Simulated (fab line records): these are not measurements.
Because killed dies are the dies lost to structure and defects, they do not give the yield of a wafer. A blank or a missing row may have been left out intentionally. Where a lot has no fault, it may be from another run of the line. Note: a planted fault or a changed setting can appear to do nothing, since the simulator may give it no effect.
Chamber matching	flow n5Finfet	3 sister chambers for N5_FIN_SAQP_PECVD_48 on pecvd-02
The step deposits SiNx from SiH4/NH3/N2, target thk 25 nm, time 22.1 s. 3 wafers are shown with their chamber, then 7 later ones without.

WAFERS, EACH WITH ITS CHAMBER
wafer	chamber	showerheadPlenumPTorr (Torr)
L088.5	1	5.11
L089.1	0	5.21
L089.5	2	5.19

WAFERS WITH NO CHAMBER GIVEN
wafer	showerheadPlenumPTorr (Torr)
L089.6	5.20
L093.1	5.21
L093.4	5.09
L093.6	5.22
L096.1	5.21
L096.4	5.20
L096.5	5.20

THE CHAMBER EACH PASSED THROUGH
wafer	from the rows above	in truth
L089.6	can't be placed: 0 or 2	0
L093.1	can't be placed: 0 or 2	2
L093.4	1	1
L093.6	can't be placed: 0 or 2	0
L096.1	can't be placed: 0 or 2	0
L096.4	can't be placed: 0 or 2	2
L096.5	can't be placed: 0 or 2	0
Correct placement for 1 of the 7. Not placeable from these rows: 6 (in 6, the candidates include the true chamber). 0 placed wrongly.
How it was worked out, from the rows above alone: a wafer's distance from a chamber is the root of the sum, over the readings, of the square of ((its reading less the chamber's mean) divided by the reading's scatter). If the next closest chamber is less than 2 further off than the closest, the wafer can't be placed; otherwise it belongs to the closest. For every chamber, the mean is computed from those of its wafers that are shown. The scatter: root of mean squared gap, hidden wafer to nearest shown wafer, with one shown wafer a chamber.
